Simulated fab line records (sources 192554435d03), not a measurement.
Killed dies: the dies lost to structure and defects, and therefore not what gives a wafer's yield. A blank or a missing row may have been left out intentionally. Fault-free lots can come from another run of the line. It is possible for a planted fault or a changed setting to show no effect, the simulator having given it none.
Which tool did it? :: flow n5Finfet :: 33 wafers from 11 lots sampled at 3 of the route's 1938 steps

WHAT THE GAUGES READ, wafer by wafer
N5_BEOL_M6_CD_MEAS_28: target cd 40 nm.
lot: L775
measured: day 8 08:39
on: cdSem-02
cdNm (nm): 40.05 39.83 39.86

lot: L777
measured: day 9 03:19
on: cdSem-02
cdNm (nm): 40.29 40.26 40.26

lot: L778
measured: day 9 11:53
on: cdSem-02
cdNm (nm): 40.46 41.05 40.84

lot: L789
measured: day 13 00:28
on: cdSem-01
cdNm (nm): 40.02 40.56 40.21

lot: L791
measured: day 13 00:50
on: cdSem-02
cdNm (nm): 40.32 40.72 40.12

lot: L790
measured: day 13 03:12
on: cdSem-01
cdNm (nm): 39.35 39.68 39.59

lot: L792
measured: day 13 06:22
on: cdSem-03
cdNm (nm): 40.13 39.80 39.93

lot: L794
measured: day 13 15:52
on: cdSem-03
cdNm (nm): 39.91 40.43 40.31

lot: L793
measured: day 14 02:03
on: cdSem-03
cdNm (nm): 40.06 40.00 39.66

lot: L796
measured: day 14 16:20
on: cdSem-02
cdNm (nm): 40.14 40.14 40.49

lot: L797
measured: day 15 00:02
on: cdSem-01
cdNm (nm): 40.22 39.78 40.31

TOOL THAT RAN EACH LOT (tool first, then ch and the chambers of the sampled wafers, then the start)
lot: L775
N5_BEOL_M6_ILD_DEP_00: pecvd-01 ch 1,2, day 8 05:28
N5_BEOL_M6_EXPOSE_25: euvScanner-02 ch 0, day 8 08:32

lot: L777
N5_BEOL_M6_ILD_DEP_00: pecvd-01 ch 1, day 9 00:09
N5_BEOL_M6_EXPOSE_25: euvScanner-02 ch 0, day 9 03:11

lot: L778
N5_BEOL_M6_ILD_DEP_00: pecvd-04 ch 0,1, day 9 05:25
N5_BEOL_M6_EXPOSE_25: euvScanner-02 ch 0, day 9 11:45

lot: L789
N5_BEOL_M6_ILD_DEP_00: pecvd-04 ch 1,2, day 12 16:36
N5_BEOL_M6_EXPOSE_25: euvScanner-01 ch 0, day 13 00:20

lot: L791
N5_BEOL_M6_ILD_DEP_00: pecvd-04 ch 1,2, day 12 20:41
N5_BEOL_M6_EXPOSE_25: euvScanner-01 ch 0, day 13 00:43

lot: L790
N5_BEOL_M6_ILD_DEP_00: pecvd-04 ch 0,1, day 12 22:34
N5_BEOL_M6_EXPOSE_25: euvScanner-02 ch 0, day 13 03:04

lot: L792
N5_BEOL_M6_ILD_DEP_00: pecvd-02 ch 0,1,2, day 13 02:19
N5_BEOL_M6_EXPOSE_25: euvScanner-02 ch 0, day 13 06:14

lot: L794
N5_BEOL_M6_ILD_DEP_00: pecvd-01 ch 0,1,2, day 13 12:53
N5_BEOL_M6_EXPOSE_25: euvScanner-01 ch 0, day 13 15:44

lot: L793
N5_BEOL_M6_ILD_DEP_00: pecvd-04 ch 0,1,2, day 13 22:05
N5_BEOL_M6_EXPOSE_25: euvScanner-02 ch 0, day 14 01:55

lot: L796
N5_BEOL_M6_ILD_DEP_00: pecvd-04 ch 1,2, day 14 07:22
N5_BEOL_M6_EXPOSE_25: euvScanner-02 ch 0, day 14 16:13

lot: L797
N5_BEOL_M6_ILD_DEP_00: pecvd-01 ch 0,1,2, day 14 19:11
N5_BEOL_M6_EXPOSE_25: euvScanner-02 ch 0, day 14 23:54
- N5_BEOL_M6_ILD_DEP_00: deposits SiCOH lowk from DEMS/porogen, target thk 179.75 nm, time 33.4 s.
- N5_BEOL_M6_EXPOSE_25: exposes mask V5, target cd 40 nm.

THE ANSWER, worked out from the rows above alone
Rule: the usual values come from the lots themselves. Put in order of their means at a reading, lots are off if they are a third of the lots or fewer, leave a main group of 4 or more, and stand apart from it by a gap of 3 or more times the standard deviation of the main group's means; of several such gaps the widest counts. If all means in a main group match to the digits the tables above print for the reading, that group is not used. Also off: a lot with no number at a reading for which 4 or more lots have one. Where the step has rows for the other lots, those lots are counted as sound.
Nothing can be told from this: no lot is off at any reading shown.

WHAT THE SIMULATOR HAD INSERTED
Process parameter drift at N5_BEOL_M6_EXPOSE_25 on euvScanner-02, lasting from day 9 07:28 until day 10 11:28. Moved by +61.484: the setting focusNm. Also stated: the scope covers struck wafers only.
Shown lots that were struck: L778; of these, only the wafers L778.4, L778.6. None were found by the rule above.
